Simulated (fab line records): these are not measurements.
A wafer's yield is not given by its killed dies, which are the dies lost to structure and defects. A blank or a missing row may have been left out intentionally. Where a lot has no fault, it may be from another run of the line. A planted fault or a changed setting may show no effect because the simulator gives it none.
A lot that was struck, set against a sound lot :: flow n5_finfet :: 29 steps out of a route of 1938
Sound: wafers L750.1, L750.2, L750.5. Wafers struck: L773.1, L773.3, L773.6. The cause is given at the end.
Per side, at each step with rows, come the tool, then ch with its chambers, and then its first start. Under that, the readings that differ: sound wafers :: struck wafers :: difference of the means :: sigmas: that difference in standard deviations of wafers without a fault.
alike: a reading whose means differ by less than 2 such deviations, as well as words and numbers matching on both sides. not compared: withheld readings; readings where some wafer has no value; bounds like >300 that might hide an equal value; numbers whose values overlap and for which the record gives no deviation.
The two part at a step that has a row with sigmas, a row that says differs or no value, or rows on one side only. Numbers that don't overlap but have no deviation are shown without sigmas and don't part them. A reading that every wafer of one side lacks parts them only if that side has two wafers or more.

N5_BEOL_M11_CMP_52: polishes, stops on SiCOH lowk, t overpolish 7 s, target thk 140 nm.
  sound on cmp-02 ch 0,1, day 10 23:52; struck on cmp-03 ch 0,2, day 17 03:23
  alike: barrier_field_endpoint_s, motor_current_A, overpolish_run_s, time_to_endpoint_s
N5_BEOL_M11_THK_MEAS_53: measures by xrf.
  sound: film_metro-01 at day 11 00:10; struck: film_metro-02 at day 17 03:38
  alike: M11_THK
then, 1 step without rows for these wafers: N5_BEOL_M11_PRE_CLEAN_55 (time 15 s).
N5_BEOL_M11_DEP_56: deposits SiCN from 3MS/NH3, target thk 30 nm, time 10.5 s.
  sound on pecvd-02 ch 1,2, day 11 00:14; struck on pecvd-04 ch 0,1, day 17 03:43
reading: rf_fwd_power_W (W)
sound: 667 669 672
struck: 659 665 664
difference: -7
sigmas: -2

reading: throttle_valve_pct (%)
sound: 18.5 17.2 17.4
struck: 20.6 18.7 20.6
difference: +2.3
sigmas: +2
  alike: showerhead_plenum_p_Torr
  not compared: since_wet_clean_h
N5_BEOL_M11_RS_MEAS_57: a four-point-probe measurement.
  sound: film_metro-01 at day 11 00:17; struck: film_metro-02 at day 17 03:46
  alike: M11_RS
N5_BEOL_M11_INSPECT_58: inspects for defects (darkfield).
  sound: defect_inspect-02 at day 11 00:19; struck: defect_inspect-02 at day 17 03:48
  alike: raw_defect_count
N5_BEOL_M12_ILD_DEP_00: deposits SiOC from DEMS/O2, target thk 658.92 nm, time 130.7 s.
  sound on pecvd-01 ch 0,1,2, day 11 00:21; struck on pecvd-04 ch 1,2, day 17 03:50
  alike: heater_power_w, rf_fwd_power_W, showerhead_plenum_p_Torr, throttle_valve_pct
  not compared: since_wet_clean_h
N5_BEOL_M12_THK_MEAS_01:
  sound: film_metro-01 at day 11 00:29; struck: film_metro-02 at day 17 03:58
  alike: M12_ILD_THK
then, 4 steps without rows for these wafers: N5_BEOL_M12_COAT_58 (time 60 s, resist thk 89 nm); N5_BEOL_M12_COAT_04 (resist thk 400 nm); N5_BEOL_M12_EBR_06; N5_BEOL_M12_SOFTBAKE_05 (time 60 s).
N5_BEOL_M12_EXPOSE_07: exposes mask V11.
  sound on krf_scanner-01 ch 0, day 11 00:37; struck on krf_scanner-02 ch 0, day 17 04:05
reading: exposure_dose_mJ_cm2
sound: 32.49 32.44 32.52
struck: 32.72 32.70 32.69
difference: +0.22
sigmas: +7
  alike: mask
then, 3 steps without rows for these wafers: N5_BEOL_M12_PEB_08 (peb time 90 s); N5_BEOL_M12_DEVELOP_09 (develop time 45 s); N5_BEOL_M12_HARDBAKE_14 (time 120 s).
N5_BEOL_M12_CD_MEAS_10: the cd target is 140 nm.
  sound on cd_sem-01 ch 0, day 11 00:47; struck on cd_sem-02 ch 0, day 17 04:16
reading: cd_nm (nm)
sound: 140.7 141.2 140.1
struck: 133.3 136.3 135.0
difference: -5.8
sigmas: -4
N5_BEOL_M12_OVL_MEAS_11:
  sound on overlay-02 ch 0, day 11 00:49; struck on overlay-01 ch 0, day 17 04:18
reading: V11_OVL (nm)
sound: -14 -13 -11
struck: 2 0 1
difference: +14
sigmas: +3
N5_BEOL_M12_INSPECT_12: inspects for defects (macro).
  sound: defect_inspect-02 at day 11 00:50; struck: defect_inspect-02 at day 17 04:19
  alike: raw_defect_count
then, 2 steps without rows for these wafers: N5_BEOL_M12_DESCUM_15 (chemistry O2, time 7.9 s); N5_BEOL_M12_ETCH_59 (etches BARC in N2/H2, target depth 89 nm, overetch 26.7 nm, time 67.9 s).
N5_BEOL_M12_VIA_ETCH_16: etches SiOC in C4F8/O2/Ar, target depth 724.8 nm.
  sound on rie_diel-05 ch 1,2, day 11 00:58; struck on rie_diel-05 ch 0,2,3, day 17 04:26
  alike: drypump_motor_current_A, mfc_ar_sccm, oes_product_au, rf_fwd_power_W, rf_vpp_V, showerhead_plenum_p_Torr, throttle_valve_pct
N5_BEOL_M12_STRIP_63: strips in N2/H2.
  sound on plasma_asher-02 ch 0,1, day 11 01:10; struck on plasma_asher-02 ch 1, day 17 04:39
  alike: drypump_motor_current_A, heater_power_w, oes_product_au, strip_time_to_endpoint_s
  not compared: rf_hours_counter_h
then, 3 steps without rows for these wafers: N5_BEOL_M12_STRIP_64 (strips in N2/H2); N5_BEOL_M12_STRIP_71 (strips in post etch residue remover, time 60 s); N5_BEOL_M12_SRD_72 (time 30 s, dry time 30 s).
N5_BEOL_M12_CD_MEAS_17: the cd target is 140 nm.
  sound: cd_sem-03 at day 11 01:22; struck: cd_sem-01 at day 17 04:52
reading: cd_nm (nm)
sound: 142.0 142.2 140.8
struck: 135.6 135.7 135.8
difference: -6.0
sigmas: -4
then, 2 steps without rows for these wafers: N5_BEOL_M12_COAT_65 (time 60 s, resist thk 300 nm); N5_PASSIVATION_PROBE_49.

## WHERE THEY PART
At N5_BEOL_M11_DEP_56 first; at N5_BEOL_M12_CD_MEAS_17 last (within this record only).

WHY: what the simulator had put in
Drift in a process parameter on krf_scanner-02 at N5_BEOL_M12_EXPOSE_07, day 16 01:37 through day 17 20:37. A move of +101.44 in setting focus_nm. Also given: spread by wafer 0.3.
